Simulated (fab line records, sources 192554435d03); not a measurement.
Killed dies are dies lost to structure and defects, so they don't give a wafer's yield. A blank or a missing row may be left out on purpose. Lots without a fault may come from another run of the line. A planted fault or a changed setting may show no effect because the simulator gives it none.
Chamber matching | flow n5_finfet | N5_MOL_CONTACT_COAG_CO_FILL_22 on cvd_co-01: 3 sister chambers
The step material Co, precursor CCTBA/H2, target thk 20 nm. 3 wafers are shown with their chamber, then 12 later ones without.

WAFERS WITH THEIR CHAMBER
wafer  | chamber | heater_power_w (W)
L092.1 | 1       | 221
L092.2 | 2       | 254
L092.3 | 0       | 225

WAFERS WITHOUT THEIR CHAMBER
wafer  | heater_power_w (W)
L093.1 | 252
L093.3 | 222
L093.5 | 223
L094.1 | 217
L094.4 | 219
L094.5 | 227
L096.1 | 248
L096.3 | 221
L096.4 | 217
L097.3 | 225
L097.5 | 222
L097.6 | 248

WHICH CHAMBER EACH WENT THROUGH
wafer  | from the rows above     | in truth
L093.1 | 2                       | 2
L093.3 | can't be placed: 1 or 0 | 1
L093.5 | can't be placed: 0 or 1 | 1
L094.1 | can't be placed: 1 or 0 | 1
L094.4 | can't be placed: 1 or 0 | 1
L094.5 | can't be placed: 0 or 1 | 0
L096.1 | 2                       | 2
L096.3 | can't be placed: 1 or 0 | 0
L096.4 | can't be placed: 1 or 0 | 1
L097.3 | can't be placed: 0 or 1 | 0
L097.5 | can't be placed: 1 or 0 | 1
L097.6 | 2                       | 2
Placed correctly: 3 of 12. Can't be placed from these rows: 9 (the true chamber is among the candidates in 9). Placed wrongly: 0.
How it was worked out, from the rows above alone: a wafer's distance from a chamber is the root of the sum, over the readings, of the square of ((its reading less the chamber's mean) divided by the reading's scatter). The wafer belongs to the nearest chamber; if the next one is less than 2 further off, it can't be placed. A chamber's mean is the mean of its shown wafers. The scatter: with one shown wafer a chamber, the root of the mean of the squares of how far each hidden wafer lies from its nearest shown one.
